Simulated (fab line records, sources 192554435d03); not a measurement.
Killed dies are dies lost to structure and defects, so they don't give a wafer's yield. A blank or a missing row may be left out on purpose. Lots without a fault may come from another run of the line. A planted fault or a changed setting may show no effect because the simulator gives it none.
Split-lot experiment | flow n5_finfet | 7 lots, 21 wafers read, on a route of 1938 steps

THE SPLIT
At N5_BEOL_M4_COAT_62 (time 60 s, resist thk 12 nm), the setting spin_rpm was moved away from the recipe's 1500 rpm on 4 of the 21 wafers read, by -4.2% to +4.7%. The other wafers ran this setting at the recipe's value.

FROM THE SPLIT TO THE READING: what the file shows between them, 5 steps
- N5_BEOL_M4_COAT_73: time 60 s, resist thk 5 nm (also split here: spin_rpm)
- N5_BEOL_M4_COAT_05: resist thk 30 nm
- N5_BEOL_M4_EBR_07
- N5_BEOL_M4_DESCUM_16: chemistry O2, time 7 s
- N5_BEOL_M4_ETCH_74: etches underlayer in N2/H2, target depth 6.5 nm, time 5.2 s

THE READING
etch.depth_nm (the simulator's own value, which no gauge read), in nm, at N5_BEOL_M4_ETCH_63 (etches SiARC in CF4, target depth 15.6 nm, time 26 s). The file gives no usual value for it. The 17 wafers here that ran the recipe average 12.02 nm, standard deviation 0.061 nm.

wafer  | tool, chamber at the split | spin_rpm as run, rpm | against the recipe | etch.depth_nm, nm | against lot-mates on the recipe
L076.2 | litho_track-03, 0          | 1500                 | recipe             | 12.03             | -
L076.4 | litho_track-03, 0          | 1500                 | recipe             | 12.03             | -
L076.6 | litho_track-03, 0          | 1456                 | -2.9%              | 12.2              | +0.17
L081.2 | litho_track-05, 0          | 1500                 | recipe             | 12.08             | -
L081.5 | litho_track-05, 0          | 1500                 | recipe             | 12.08             | -
L081.3 | litho_track-05, 0          | 1500                 | recipe             | 12.07             | -
L083.2 | litho_track-03, 0          | 1500                 | recipe             | 12.01             | -
L083.5 | litho_track-03, 0          | 1500                 | recipe             | 12.04             | -
L083.6 | litho_track-03, 0          | 1500                 | recipe             | 12.05             | -
L084.1 | litho_track-05, 0          | 1500                 | recipe             | 12.08             | -
L084.5 | litho_track-05, 0          | 1500                 | recipe             | 12.08             | -
L084.2 | litho_track-05, 0          | 1437                 | -4.2%              | 12.34             | +0.26
L087.1 | litho_track-03, 0          | 1500                 | recipe             | 11.9              | -
L087.4 | litho_track-03, 0          | 1500                 | recipe             | 11.89             | -
L087.6 | litho_track-03, 0          | 1500                 | recipe             | 11.91             | -
L097.2 | litho_track-02, 0          | 1500                 | recipe             | 12                | -
L097.4 | litho_track-02, 0          | 1570                 | +4.7%              | 11.76             | -0.24
L097.6 | litho_track-02, 0          | 1570                 | +4.7%              | 11.75             | -0.25
L096.1 | litho_track-05, 0          | 1500                 | recipe             | 12.01             | -
L096.5 | litho_track-05, 0          | 1500                 | recipe             | 12.01             | -
L096.6 | litho_track-05, 0          | 1500                 | recipe             | 12.02             | -

THE FIT
A straight line over all 21 wafers: etch.depth_nm changes by -0.0623 nm for each +1% of spin_rpm; r = -0.90; the points scatter about the line by 0.059 nm.
The same after taking each lot's own level away (the mean of its wafers on the recipe; 21 wafers): -0.0556 nm for each +1%; r = -0.99; scatter 0.011 nm.
On that fit, the largest move of spin_rpm shifts the reading by 0.26 nm.
The lots' own levels span 11.900 to 12.080 nm, that is 3.0 times the standard deviation above.
So the lot-to-lot level changes the slope: the two fits differ.
Check: with one of the wafers moved furthest among these (+4.7%) left out of the fit, the line predicts -0.266 nm for it against its lot-mates. It came out at -0.24 nm against them.

OTHER SPLITS ON THESE WAFERS
These wafers also went through other splits before the reading. Each is held against what the fit with the lots' levels taken away leaves over:
other split on the same wafers | wafers away from the commonest value | r with etch.depth_nm (lot level and that fit taken away)
N5_BEOL_M3_COAT_76 spin_rpm    | 6                                    | +0.12
N5_BEOL_M4_COAT_73 spin_rpm    | 5                                    | -0.07

THE FILE'S OWN FIT
etch.depth_nm changes by -0.0575 nm for each +1% of spin_rpm, r = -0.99.
